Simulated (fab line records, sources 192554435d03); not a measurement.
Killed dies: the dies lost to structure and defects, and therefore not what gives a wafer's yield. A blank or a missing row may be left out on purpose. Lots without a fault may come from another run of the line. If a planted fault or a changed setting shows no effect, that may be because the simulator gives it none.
Lot-split experiment ; flow n5_finfet ; on a route of 1938 steps: 7 lots, 21 wafers read

== THE SPLIT ITSELF ==
At N5_BEOL_M2_ALD_98 (deposits SiO2, target thk 2.5 nm, pulse time 1 s, co reactant pulse time 1 s), the setting ald_cycles was moved away from the recipe's 17 on 6 of the 21 wafers read, by +11.8% to +17.6%. The other wafers ran this setting at the recipe's value.

The reading comes from the split's own step.

== THE READING ==
SiO2_of_BEOL_M2_ALD_98.thk_nm (the simulator's own value, which no gauge read), in nm, at N5_BEOL_M2_ALD_98 (deposits SiO2, target thk 2.5 nm, pulse time 1 s, co reactant pulse time 1 s). The file does not state a usual value for it. The 15 wafers here that ran the recipe average 2.5 nm, standard deviation 0.098 nm.

wafer;tool, chamber at the split;ald_cycles as run;against the recipe;SiO2_of_BEOL_M2_ALD_98.thk_nm, nm;against lot-mates on the recipe
L075.2;ald_sin-04, 2;17;recipe;2.4;-
L075.5;ald_sin-04, 3,2;19;+11.8%;2.8;+0.4
L075.6;ald_sin-04, 3,2;19;+11.8%;2.8;+0.4
L076.2;ald_sin-04, 2,3;17;recipe;2.6;-
L076.6;ald_sin-04, 2,3;17;recipe;2.6;-
L076.5;ald_sin-04, 2;17;recipe;2.4;-
L078.1;ald_sin-04, 3,1;17;recipe;2.6;-
L078.3;ald_sin-04, 3,1;17;recipe;2.6;-
L078.6;ald_sin-04, 2;17;recipe;2.4;-
L081.1;ald_sin-03, 2;19;+11.8%;2.8;+0.3
L081.4;ald_sin-03, 1;17;recipe;2.6;-
L081.6;ald_sin-03, 1;17;recipe;2.4;-
L085.1;ald_sin-02, 0;19;+11.8%;2.8;+0.4
L085.3;ald_sin-02, 3;17;recipe;2.4;-
L085.6;ald_sin-02, 3;17;recipe;2.4;-
L096.1;ald_sin-04, 1;17;recipe;2.6;-
L096.3;ald_sin-04, 2,3;20;+17.6%;3;+0.4
L096.4;ald_sin-04, 2,3;20;+17.6%;3;+0.4
L097.2;ald_sin-04, 1,2,0;17;recipe;2.4;-
L097.3;ald_sin-04, 1,2,0;17;recipe;2.4;-
L097.6;ald_sin-04, 1,2,0;17;recipe;2.4;-
Where a row lists several chambers, the file gives one row for several wafers and doesn't say which wafer went through which chamber.

THE FIT
A straight line over all 21 wafers: SiO2_of_BEOL_M2_ALD_98.thk_nm changes by +0.0285 nm for each +1% of ald_cycles; r = +0.91; the points scatter about the line by 0.088 nm.
The same after taking each lot's own level away (the mean of its wafers on the recipe; 21 wafers): +0.0266 nm for each +1%; r = +0.92; scatter 0.074 nm.
That fit puts the effect of the largest move of ald_cycles on the reading at 0.47 nm.
From 2.40 to 2.60 nm: that is the span of the lots' own levels, equal to 2.0 times the standard deviation above.
The two slopes are in agreement: the lot-to-lot level therefore moves the slope only a little.
Check: +0.503 nm against its lot-mates is what the line predicts for one of the wafers moved furthest among these (+17.6%) when that wafer is left out of the fit. Against them it came out at +0.4 nm.

== ADDITIONAL SPLITS CARRIED BY THESE WAFERS ==
These wafers also went through other splits before the reading. Each is held against what the fit with the lots' levels taken away leaves over:
other split on the same wafers;wafers away from the commonest value;r with SiO2_of_BEOL_M2_ALD_98.thk_nm (lot level and that fit taken away)
N5_HKMG_FIN_EXPOSE_46 dose_mj;9;+0.22
N5_HKMG_FIN_DEVELOP_48 develop_time_s;9;+0.00
N5_MOL_CONTACT_COAG_EXPOSE_37 dose_mj;7;+0.35
N5_BEOL_M0_SAQP_ALD_48 ald_cycles;9;+0.24
N5_BEOL_M1_ETCH_70 source_w;9;+0.02
N5_BEOL_M1_TRENCH_ETCH_37 bias_w;7;+0.17
N5_BEOL_M2_COAT_61 spin_rpm;5;+0.21
N5_BEOL_M2_DESCUM_16 time_s;11;+0.10

== THE FILE'S OWN FIT ==
SiO2_of_BEOL_M2_ALD_98.thk_nm changes by +0.0275 nm for each +1% of ald_cycles, r = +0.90.
